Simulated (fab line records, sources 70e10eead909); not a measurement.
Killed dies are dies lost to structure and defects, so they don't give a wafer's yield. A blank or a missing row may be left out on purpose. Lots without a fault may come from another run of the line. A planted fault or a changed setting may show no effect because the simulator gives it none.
Which tool did it? | flow nand_harc | 24 lots, 72 wafers sampled, at 4 steps of a route of 1159

WHAT THE GAUGES READ, wafer by wafer
NHARC_P_M1_OVL_MEAS_10: pitch 260 nm.
lot  | measured     | on         | overlay_x_nm (nm) | overlay_y_nm (nm)
L074 | day 6 09:20  | overlay-01 | -0.5 -1.1 -1.3    | -1.8 -1.8 -0.8
L075 | day 6 09:58  | overlay-02 | 0.0 0.0 -0.1      | -1.7 -2.0 -1.2
L077 | day 6 18:14  | overlay-02 | 0.5 -0.5 -0.2     | 0.3 1.2 1.2
L076 | day 6 18:53  | overlay-02 | 1.1 1.1 0.8       | 0.2 0.7 0.4
L078 | day 7 00:02  | overlay-01 | -2.1 -2.0 -2.0    | -0.9 -0.7 -1.0
L079 | day 7 00:46  | overlay-01 | 0.1 0.4 0.3       | -1.1 -0.7 -0.1
L081 | day 7 14:38  | overlay-01 | -0.6 -0.5 -0.5    | 0.9 1.5 1.3
L080 | day 7 15:52  | overlay-01 | 0.8 0.8 0.8       | -2.3 -1.9 -2.0
L082 | day 8 06:38  | overlay-02 | 0.7 0.1 0.7       | 1.6 1.2 1.4
L083 | day 8 07:20  | overlay-02 | 0.6 0.4 0.6       | -0.5 -0.8 -0.4
L084 | day 8 12:51  | overlay-01 | -0.6 -0.5 0.0     | 0.4 0.3 0.8
L085 | day 8 13:38  | overlay-01 | -0.6 -0.8 -0.2    | 1.3 1.4 1.2
L088 | day 9 06:20  | overlay-02 | 0.2 -0.1 0.2      | 0.5 0.5 0.7
L086 | day 9 07:25  | overlay-02 | 0.6 0.6 0.9       | 0.1 0.2 -0.2
L087 | day 9 08:05  | overlay-02 | 0.3 0.5 0.7       | -0.6 -0.3 -0.6
L089 | day 10 06:40 | overlay-02 | 0.6 -0.2 0.1      | 1.1 1.6 1.5
L090 | day 10 07:14 | overlay-02 | 1.4 0.9 1.7       | -0.9 -0.4 0.0
L091 | day 10 08:18 | overlay-02 | -1.7 -1.6 -1.4    | -0.3 -0.1 0.4
L092 | day 10 08:40 | overlay-01 | 1.2 1.4 1.7       | -1.0 -0.8 -0.5
L093 | day 10 12:50 | overlay-01 | -0.3 0.5 0.3      | 0.3 0.1 0.1
L094 | day 10 20:18 | overlay-02 | -0.6 -0.8 -0.5    | 0.0 0.2 0.1
L095 | day 11 09:55 | overlay-01 | 0.3 0.3 0.8       | -0.9 -1.3 -1.2
L096 | day 11 11:37 | overlay-02 | -0.1 0.1 0.1      | -1.2 -1.1 -1.1
L097 | day 11 12:08 | overlay-02 | -1.7 -1.6 -1.1    | 0.9 0.8 0.4

NHARC_P_BONDPAD_CD_MEAS_13.
lot  | measured     | on        | cd_nm (nm)
L074 | day 6 18:22  | cd_sem-02 | 497.2 496.8 496.3
L075 | day 6 19:12  | cd_sem-02 | 498.2 498.9 497.8
L077 | day 7 03:15  | cd_sem-01 | 496.1 496.9 495.0
L076 | day 7 03:59  | cd_sem-03 | 499.9 498.4 497.4
L078 | day 7 09:19  | cd_sem-03 | 500.5 500.5 507.1
L079 | day 7 10:01  | cd_sem-01 | 506.0 500.9 500.0
L081 | day 7 23:46  | cd_sem-03 | 499.3 497.9 498.5
L080 | day 8 01:09  | cd_sem-02 | 496.6 497.2 496.3
L082 | day 8 16:43  | cd_sem-03 | 499.5 502.3 499.7
L083 | day 8 17:13  | cd_sem-02 | 500.5 501.9 503.4
L084 | day 8 22:17  | cd_sem-02 | 498.4 497.7 494.0
L085 | day 8 22:43  | cd_sem-01 | 499.4 498.1 499.6
L088 | day 9 15:24  | cd_sem-01 | 497.1 500.2 498.6
L086 | day 9 16:29  | cd_sem-03 | 506.1 499.4 499.8
L087 | day 9 17:29  | cd_sem-01 | 500.2 499.5 502.8
L089 | day 10 16:04 | cd_sem-03 | 497.6 499.7 497.7
L090 | day 10 16:52 | cd_sem-02 | 499.5 501.8 498.7
L091 | day 10 17:34 | cd_sem-03 | 501.6 504.4 500.1
L092 | day 10 18:29 | cd_sem-01 | 500.3 498.1 501.6
L093 | day 10 22:03 | cd_sem-01 | 500.2 499.2 500.5
L094 | day 11 05:24 | cd_sem-01 | 498.0 499.0 498.2
L095 | day 11 19:08 | cd_sem-02 | 500.6 497.5 498.7
L096 | day 11 21:26 | cd_sem-02 | 497.2 497.9 497.5
L097 | day 11 21:54 | cd_sem-02 | 505.8 499.1 502.7

WHICH TOOL RAN EACH LOT (tool, then ch and the chambers of the sampled wafers, then the start)
lot  | NHARC_P_M0_DEP_32               | NHARC_P_BONDPAD_DEP_00
L074 | pecvd-02 ch 1,2, day 6 08:02    | pecvd-02 ch 0,1, day 6 18:22 or earlier
L075 | pecvd-03 ch 0,1, day 6 08:38    | pecvd-03 ch 0,1, day 6 17:29
L077 | pecvd-03 ch 0,1,2, day 6 17:01  | pecvd-04 ch 0,1,2, day 7 01:46
L076 | pecvd-04 ch 0,1,2, day 6 17:32  | pecvd-03 ch 0,2, day 7 02:25
L078 | pecvd-02 ch 0,1,2, day 6 22:43  | pecvd-04 ch 0,1, day 7 07:26
L079 | pecvd-03 ch 1,2, day 6 23:23    | pecvd-04 ch 0,1, day 7 08:18
L081 | pecvd-04 ch 1,2, day 7 13:18    | pecvd-04 ch 0,2, day 7 22:08
L080 | pecvd-04 ch 0,1, day 7 14:38    | pecvd-03 ch 1,2, day 7 23:25
L082 | pecvd-02 ch 0,1,2, day 8 05:19  | pecvd-02 ch 0,1, day 8 14:56
L083 | pecvd-02 ch 0,1,2, day 8 06:03  | pecvd-03 ch 0,2, day 8 15:29
L084 | pecvd-04 ch 0,1,2, day 8 11:39  | pecvd-02 ch 0,1,2, day 8 22:17 or earlier
L085 | pecvd-04 ch 1,2, day 8 12:20    | pecvd-02 ch 0,1,2, day 8 21:06
L088 | pecvd-02 ch 1,2, day 9 05:00    | pecvd-03 ch 0,2, day 9 13:46
L086 | pecvd-02 ch 0,2, day 9 05:59    | pecvd-03 ch 0,1, day 9 14:45
L087 | pecvd-03 ch 0,2, day 9 06:50    | pecvd-03 ch 0,1,2, day 9 15:46
L089 | pecvd-02 ch 0,1, day 10 05:17   | pecvd-02 ch 0,2, day 10 14:19
L090 | pecvd-04 ch 0,1, day 10 05:55   | pecvd-03 ch 1,2, day 10 15:13
L091 | pecvd-02 ch 0,1,2, day 10 07:06 | pecvd-03 ch 0,1,2, day 10 15:55
L092 | pecvd-02 ch 0,1,2, day 10 07:27 | pecvd-04 ch 0,1,2, day 10 16:50
L093 | pecvd-02 ch 0,1, day 10 11:22   | pecvd-04 ch 0,1,2, day 10 20:25
L094 | pecvd-03 ch 0,2, day 10 18:58   | pecvd-04 ch 0,2, day 11 03:44
L095 | pecvd-03 ch 0,1,2, day 11 08:26 | pecvd-02 ch 0,1, day 11 17:22
L096 | pecvd-02 ch 0,1,2, day 11 10:18 | pecvd-03 ch 0,1,2, day 11 19:47
L097 | pecvd-04 ch 0,2, day 11 10:45   | pecvd-03 ch 0,1,2, day 11 20:09
- NHARC_P_M0_DEP_32: deposits SiCN, target thk 30 nm.
- NHARC_P_BONDPAD_DEP_00: deposits SiCN, target thk 250 nm.

WHAT THE TOOLS THEMSELVES READ (means of the sampled wafers that have a number; where no wafer has one, the mark that the record gives instead)
NHARC_P_M0_DEP_32.
lot  | tool     | chamber_pressure_Torr (Torr) | heater_power_outer_w (W) | heater_power_w (W)
L074 | pecvd-02 | 3.008                        | 304                      | 517
L075 | pecvd-03 | 3.002                        | 325                      | 575
L077 | pecvd-03 | 2.999                        | 313                      | 553
L076 | pecvd-04 | 2.997                        | 291                      | 543
L078 | pecvd-02 | 3.000                        | 317                      | 555
L079 | pecvd-03 | 3.007                        | 353                      | 605
L081 | pecvd-04 | 2.997                        | 353                      | 616
L080 | pecvd-04 | 3.006                        | 311                      | 571
L082 | pecvd-02 | 3.005                        | 341                      | 591
L083 | pecvd-02 | 2.993                        | 339                      | 599
L084 | pecvd-04 | 2.996                        | 343                      | 600
L085 | pecvd-04 | 3.003                        | 378                      | 655
L088 | pecvd-02 | 3.003                        | 337                      | 581
L086 | pecvd-02 | 3.012                        | 400                      | 680
L087 | pecvd-03 | 3.007                        | 319                      | 558
L089 | pecvd-02 | 3.007                        | 299                      | 525
L090 | pecvd-04 | 3.007                        | 293                      | 523
L091 | pecvd-02 | 3.003                        | 337                      | 607
L092 | pecvd-02 | 2.996                        | 346                      | 595
L093 | pecvd-02 | 3.007                        | 326                      | 555
L094 | pecvd-03 | 2.995                        | 303                      | 534
L095 | pecvd-03 | 2.999                        | 333                      | 584
L096 | pecvd-02 | 2.996                        | 301                      | 533
L097 | pecvd-04 | 3.002                        | 303                      | 557

NHARC_P_BONDPAD_DEP_00.
lot  | tool     | chamber_pressure_Torr (Torr) | heater_power_outer_w (W) | heater_power_w (W)
L074 | pecvd-02 | 3.001                        | 305                      | 554
L075 | pecvd-03 | 3.004                        | 307                      | 551
L077 | pecvd-04 | 2.999                        | 326                      | 598
L076 | pecvd-03 | 2.994                        | 318                      | 546
L078 | pecvd-04 | 3.002                        | 302                      | 550
L079 | pecvd-04 | 2.998                        | 243                      | 479
L081 | pecvd-04 | 3.007                        | 321                      | 583
L080 | pecvd-03 | 3.000                        | 340                      | 601
L082 | pecvd-02 | 2.988                        | 334                      | 564
L083 | pecvd-03 | 3.001                        | 295                      | 523
L084 | pecvd-02 | 3.005                        | 349                      | 607
L085 | pecvd-02 | 2.999                        | 332                      | 585
L088 | pecvd-03 | 3.004                        | 315                      | 543
L086 | pecvd-03 | 3.005                        | 305                      | 534
L087 | pecvd-03 | 3.001                        | 302                      | 532
L089 | pecvd-02 | 3.009                        | 397                      | 688
L090 | pecvd-03 | 2.999                        | 294                      | 529
L091 | pecvd-03 | 3.002                        | 304                      | 539
L092 | pecvd-04 | 2.998                        | 326                      | 589
L093 | pecvd-04 | 3.001                        | 311                      | 562
L094 | pecvd-04 | 2.998                        | 309                      | 581
L095 | pecvd-02 | 2.999                        | 368                      | 641
L096 | pecvd-03 | 2.997                        | 320                      | 563
L097 | pecvd-03 | 2.997                        | 314                      | 543

THE ANSWER, worked out from the rows above alone
Rule: what is usual is taken from the lots themselves. Put in order of their means at a reading, lots are off if they are a third of the lots or fewer, leave a main group of 4 or more, and stand apart from it by a gap of 3 or more times the standard deviation of the main group's means; of several such gaps the widest counts. A main group whose means are all the same, to the digits that the tables above print for the reading, isn't used. A lot without any number at a reading at which 4 lots or more have one is off too. The other lots that the step has rows for count as sound. The gauges are gone through in route order, then the tools' own readings, and for those a lot's mean is taken as printed above. The first step at which some lot is off is used, and at that step the reading that is off furthest; a lot without a number counts as furthest.
No lot is off at any reading shown: from this, nothing can be told.

WHAT THE SIMULATOR HAD PUT IN
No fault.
